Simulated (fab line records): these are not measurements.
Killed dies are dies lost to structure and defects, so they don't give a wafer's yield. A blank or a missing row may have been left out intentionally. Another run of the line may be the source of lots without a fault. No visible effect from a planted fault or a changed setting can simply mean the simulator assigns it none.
Matching of chambers / flow nandHarc / 4 sister chambers for NHARC_A_STAIRCASE_STRIP_476 on rieDiel-09
The step strips in O2, time 20 s. 22 wafers are shown with their chamber, then 11 later ones without.

== WAFERS WITH THEIR CHAMBER ==
wafer=L075.2; chamber=2; drypumpMotorCurrentA (A)=5.5; showerheadPlenumPTorr (Torr)=3.59; oesProductAu (a.u.)=1.019
wafer=L075.3; chamber=3; drypumpMotorCurrentA (A)=6.6; showerheadPlenumPTorr (Torr)=3.66; oesProductAu (a.u.)=1.005
wafer=L075.5; chamber=0; drypumpMotorCurrentA (A)=5.4; showerheadPlenumPTorr (Torr)=3.53; oesProductAu (a.u.)=0.995
wafer=L076.1; chamber=1; drypumpMotorCurrentA (A)=5.6; showerheadPlenumPTorr (Torr)=3.67; oesProductAu (a.u.)=1.005
wafer=L076.5; chamber=1; drypumpMotorCurrentA (A)=5.6; showerheadPlenumPTorr (Torr)=3.67; oesProductAu (a.u.)=1.003
wafer=L076.6; chamber=0; drypumpMotorCurrentA (A)=5.4; showerheadPlenumPTorr (Torr)=3.53; oesProductAu (a.u.)=0.972
wafer=L074.2; chamber=2; drypumpMotorCurrentA (A)=5.5; showerheadPlenumPTorr (Torr)=3.58; oesProductAu (a.u.)=1.013
wafer=L074.3; chamber=0; drypumpMotorCurrentA (A)=5.4; showerheadPlenumPTorr (Torr)=3.53; oesProductAu (a.u.)=0.993
wafer=L074.4; chamber=1; drypumpMotorCurrentA (A)=5.6; showerheadPlenumPTorr (Torr)=3.67; oesProductAu (a.u.)=1.013
wafer=L077.1; chamber=0; drypumpMotorCurrentA (A)=5.4; showerheadPlenumPTorr (Torr)=3.52; oesProductAu (a.u.)=0.980
wafer=L077.5; chamber=2; drypumpMotorCurrentA (A)=5.5; showerheadPlenumPTorr (Torr)=3.58; oesProductAu (a.u.)=1.002
wafer=L077.6; chamber=1; drypumpMotorCurrentA (A)=5.6; showerheadPlenumPTorr (Torr)=3.67; oesProductAu (a.u.)=1.000
wafer=L079.2; chamber=2; drypumpMotorCurrentA (A)=5.5; showerheadPlenumPTorr (Torr)=3.58; oesProductAu (a.u.)=1.000
wafer=L079.4; chamber=1; drypumpMotorCurrentA (A)=5.5; showerheadPlenumPTorr (Torr)=3.67; oesProductAu (a.u.)=0.999
wafer=L079.5; chamber=1; drypumpMotorCurrentA (A)=5.6; showerheadPlenumPTorr (Torr)=3.67; oesProductAu (a.u.)=0.996
wafer=L084.2; chamber=0; drypumpMotorCurrentA (A)=5.3; showerheadPlenumPTorr (Torr)=3.51; oesProductAu (a.u.)=0.994
wafer=L084.3; chamber=1; drypumpMotorCurrentA (A)=5.5; showerheadPlenumPTorr (Torr)=3.66; oesProductAu (a.u.)=0.991
wafer=L084.4; chamber=2; drypumpMotorCurrentA (A)=5.5; showerheadPlenumPTorr (Torr)=3.57; oesProductAu (a.u.)=1.001
wafer=L083.1; chamber=3; drypumpMotorCurrentA (A)=6.6; showerheadPlenumPTorr (Torr)=3.64; oesProductAu (a.u.)=1.002
wafer=L083.2; chamber=2; drypumpMotorCurrentA (A)=5.5; showerheadPlenumPTorr (Torr)=3.57; oesProductAu (a.u.)=0.988
wafer=L083.6; chamber=1; drypumpMotorCurrentA (A)=5.6; showerheadPlenumPTorr (Torr)=3.66; oesProductAu (a.u.)=0.987
wafer=L088.1; chamber=2; drypumpMotorCurrentA (A)=5.5; showerheadPlenumPTorr (Torr)=3.56; oesProductAu (a.u.)=1.016

SIGNATURES, as means of the wafers listed above
reading=drypumpMotorCurrentA; chamber 0=5.380; chamber 1=5.575; chamber 2=5.500; chamber 3=6.600; scatter within a chamber=0.0357
reading=showerheadPlenumPTorr; chamber 0=3.5240; chamber 1=3.6675; chamber 2=3.5757; chamber 3=3.6500; scatter within a chamber=0.0083
reading=oesProductAu; chamber 0=0.98680; chamber 1=0.99925; chamber 2=1.00557; chamber 3=1.00350; scatter within a chamber=0.00946
Rule: for a wafer and a chamber, the distance is found by dividing, reading by reading, the gap between the wafer's reading and the chamber's mean by the reading's scatter, squaring, summing and taking the root. If the next closest chamber is less than 2 further off than the closest, the wafer can't be placed; otherwise it belongs to the closest. How the scatter is found: for the shown wafers, subtract from each reading the mean of its chamber, square and add these, divide the total by (wafers less chambers), then take the root.

== WAFERS WITH NO CHAMBER GIVEN ==
wafer=L088.3; drypumpMotorCurrentA (A)=5.6; showerheadPlenumPTorr (Torr)=3.65; oesProductAu (a.u.)=1.007
wafer=L088.4; drypumpMotorCurrentA (A)=6.6; showerheadPlenumPTorr (Torr)=3.63; oesProductAu (a.u.)=1.029
wafer=L089.1; drypumpMotorCurrentA (A)=5.6; showerheadPlenumPTorr (Torr)=3.65; oesProductAu (a.u.)=0.983
wafer=L089.2; drypumpMotorCurrentA (A)=5.5; showerheadPlenumPTorr (Torr)=3.56; oesProductAu (a.u.)=1.011
wafer=L089.3; drypumpMotorCurrentA (A)=6.6; showerheadPlenumPTorr (Torr)=3.63; oesProductAu (a.u.)=1.018
wafer=L092.1; drypumpMotorCurrentA (A)=6.6; showerheadPlenumPTorr (Torr)=3.63; oesProductAu (a.u.)=1.031
wafer=L092.2; drypumpMotorCurrentA (A)=5.3; showerheadPlenumPTorr (Torr)=3.50; oesProductAu (a.u.)=0.989
wafer=L092.4; drypumpMotorCurrentA (A)=5.5; showerheadPlenumPTorr (Torr)=3.56; oesProductAu (a.u.)=1.010
wafer=L097.1; drypumpMotorCurrentA (A)=5.6; showerheadPlenumPTorr (Torr)=3.64; oesProductAu (a.u.)=0.979
wafer=L097.5; drypumpMotorCurrentA (A)=5.3; showerheadPlenumPTorr (Torr)=3.49; oesProductAu (a.u.)=0.980
wafer=L097.6; drypumpMotorCurrentA (A)=6.6; showerheadPlenumPTorr (Torr)=3.62; oesProductAu (a.u.)=1.018

== WHICH CHAMBER EACH ONE RAN IN ==
wafer=L088.3; from the rows above=1; in truth=1
wafer=L088.4; from the rows above=3; in truth=3
wafer=L089.1; from the rows above=1; in truth=1
wafer=L089.2; from the rows above=2; in truth=2
wafer=L089.3; from the rows above=3; in truth=3
wafer=L092.1; from the rows above=3; in truth=3
wafer=L092.2; from the rows above=0; in truth=0
wafer=L092.4; from the rows above=2; in truth=2
wafer=L097.1; from the rows above=1; in truth=1
wafer=L097.5; from the rows above=0; in truth=0
wafer=L097.6; from the rows above=3; in truth=3
11 of 11 placed correctly. From these rows, 0 cannot be placed. 0 placed wrongly.
